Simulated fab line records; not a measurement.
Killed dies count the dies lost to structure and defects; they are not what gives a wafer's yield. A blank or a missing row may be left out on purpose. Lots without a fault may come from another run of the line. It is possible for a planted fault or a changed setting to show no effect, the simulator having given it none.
Split-lot trial | flow n5 finfet | 21 wafers read from 7 lots, route of 1938 steps

SPLIT DETAILS
At N5_BEOL_M9_TRENCH_ETCH_37 (etches SiCOH lowk in C4F6/O2, target depth 151.43 nm, time 49 s), the setting time s was moved away from the recipe's 49 s on 8 of the 21 wafers read, by -16.3% to +18.6%. This setting was run at the recipe's value on the other wafers.

FROM THE SPLIT TO THE READING: what the file shows between them, 11 steps
- N5_BEOL_M9_ETCH_41: etches SiCN in CH3F/O2, target depth 36.6 nm, time 70.1 s
- N5_BEOL_M9_STRIP_80: strips in N2/H2, time 10 s
- N5_BEOL_M9_OCD_MEAS_38
- N5_BEOL_M9_HM_STRIP_39: strips TiN in peroxide tin strip, target depth 25 nm, time 158 s
- N5_BEOL_M9_SRD_40: time 30 s
- N5_BEOL_M9_ECD_50: material Cu, target thk 318 nm
- N5_BEOL_M9_ANNEAL_51: time 90 s
- N5_BEOL_M9_CMP_52: polishes, stops on SiCOH lowk, t overpolish 7 s, target thk 140 nm
- N5_BEOL_M9_THK_MEAS_53: measures by xrf
- N5_BEOL_M9_PRE_CLEAN_55: time 15 s
- N5_BEOL_M9_DEP_56: deposits SiCN from 3MS/NH3, target thk 15 nm, time 26.5 s

THE READING
At N5_BEOL_M9_RS_MEAS_57, a four-point-probe measurement gives M9_RS in ohm/sq. A value of 0.153 ohm/sq with a standard deviation of 0.0036 ohm/sq is what fault-free wafers of this fab line usually give.

wafer  | tool, chamber at the split | time s as run, s | against the recipe | M9_RS, ohm/sq | against lot-mates on the recipe
L078.1 | rie diel-06, 3             | 45.59            | -7.0%              | 0.159         | +0.003
L078.4 | rie diel-06, 0             | 49               | recipe             | 0.159         | -
L078.6 | rie diel-06, 2             | 49               | recipe             | 0.153         | -
L079.2 | rie diel-01, 2             | 49               | recipe             | 0.157         | -
L079.3 | rie diel-01, 3             | 49               | recipe             | 0.158         | -
L079.5 | rie diel-01, 3             | 54.87            | +12.0%             | 0.137         | -0.020
L089.2 | rie diel-01, 3             | 55.75            | +13.8%             | 0.131         | -0.020
L089.4 | rie diel-01, 2             | 49               | recipe             | 0.151         | -
L089.5 | rie diel-01, 1             | 55.75            | +13.8%             | 0.128         | -0.023
L092.2 | rie diel-06, 1             | 49               | recipe             | 0.157         | -
L092.3 | rie diel-06, 0             | 58.11            | +18.6%             | 0.129         | -0.024
L092.5 | rie diel-06, 3             | 49               | recipe             | 0.150         | -
L093.3 | rie diel-06, 1             | 49               | recipe             | 0.152         | -
L093.5 | rie diel-06, 1             | 49               | recipe             | 0.155         | -
L093.6 | rie diel-06, 0             | 41.03            | -16.3%             | 0.193         | +0.040
L091.1 | rie diel-06, 3             | 49               | recipe             | 0.150         | -
L091.3 | rie diel-06, 1             | 46.21            | -5.7%              | 0.169         | +0.019
L091.4 | rie diel-06, 2             | 46.21            | -5.7%              | 0.169         | +0.019
L097.2 | rie diel-06, 1             | 49               | recipe             | 0.157         | -
L097.3 | rie diel-06, 3             | 49               | recipe             | 0.151         | -
L097.4 | rie diel-06, 2             | 49               | recipe             | 0.156         | -

FIT RESULTS
A straight line over all 21 wafers: M9_RS changes by -0.00178 ohm/sq for each +1% of time s; r = -0.95; the points scatter about the line by 0.0045 ohm/sq.
The same after taking each lot's own level away (the mean of its wafers on the recipe; 21 wafers): -0.00177 ohm/sq for each +1%; r = -0.94; scatter 0.005 ohm/sq.
The reading moves by 0.033 ohm/sq for the largest change in time s, on that fit.
From 0.1500 to 0.1575 ohm/sq: that is the span of the lots' own levels, equal to 2.1 times the standard deviation above.
The two slopes agree, so the slope changes little with the lot-to-lot level.
Check: -0.0343 ohm/sq against its lot-mates is what the line predicts for one of the wafers moved furthest among these (+18.6%) when that wafer is left out of the fit. Against them it came out at -0.0245 ohm/sq.

OTHER SPLITS ON THESE WAFERS
Other splits were also applied to these wafers ahead of the reading. Each is held against what the fit with the lots' levels taken away leaves over:
other split on the same wafers | wafers away from the commonest value | r with M9_RS (lot level and that fit taken away)
N5_BEOL_M9_ETCH_66 bias w      | 7                                    | +0.26

THE WHOLE CHAIN: every reading that the file lists as answering this split, in the file's order
step                      | what it does                                                       | reading                                                                          | change (the file's fit)                | r (the file's)
N5_BEOL_M9_TRENCH_ETCH_37 | etches SiCOH lowk in C4F6/O2, target depth 151.43 nm, time 49 s    | etch.depth nm (the simulator's own value, which no gauge read)                   | +1.38 nm for each +1% of the setting   | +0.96
N5_BEOL_M9_TRENCH_ETCH_37 | etches SiCOH lowk in C4F6/O2, target depth 151.43 nm, time 49 s    | BEOL_M9.feature depth nm (the simulator's own value, which no gauge read)        | +1.38 nm for each +1% of the setting   | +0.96
N5_BEOL_M9_TRENCH_ETCH_37 | etches SiCOH lowk in C4F6/O2, target depth 151.43 nm, time 49 s    | TiN_of_BEOL_M9_HM_DEP_02.thk nm (the simulator's own value, which no gauge read) | -0.0413 nm for each +1% of the setting | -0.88
N5_BEOL_M9_OCD_MEAS_38    |                                                                    | trench depth nm                                                                  | +1.38 nm for each +1% of the setting   | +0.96
N5_BEOL_M9_CMP_52         | polishes, stops on SiCOH lowk, t overpolish 7 s, target thk 140 nm | Cu_of_BEOL_M9_ECD_50.thk nm (the simulator's own value, which no gauge read)     | +1.45 nm for each +1% of the setting   | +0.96
N5_BEOL_M9_THK_MEAS_53    | measures by xrf                                                    | M9_THK                                                                           | +1.4 for each +1% of the setting       | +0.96
N5_BEOL_M9_RS_MEAS_57     | measures by four-point-probe                                       | M9_RS                                                                            | -0.00174 for each +1% of the setting   | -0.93

THE FILE'S OWN FIT
M9_RS changes by -0.00174 ohm/sq for each +1% of time s, r = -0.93.
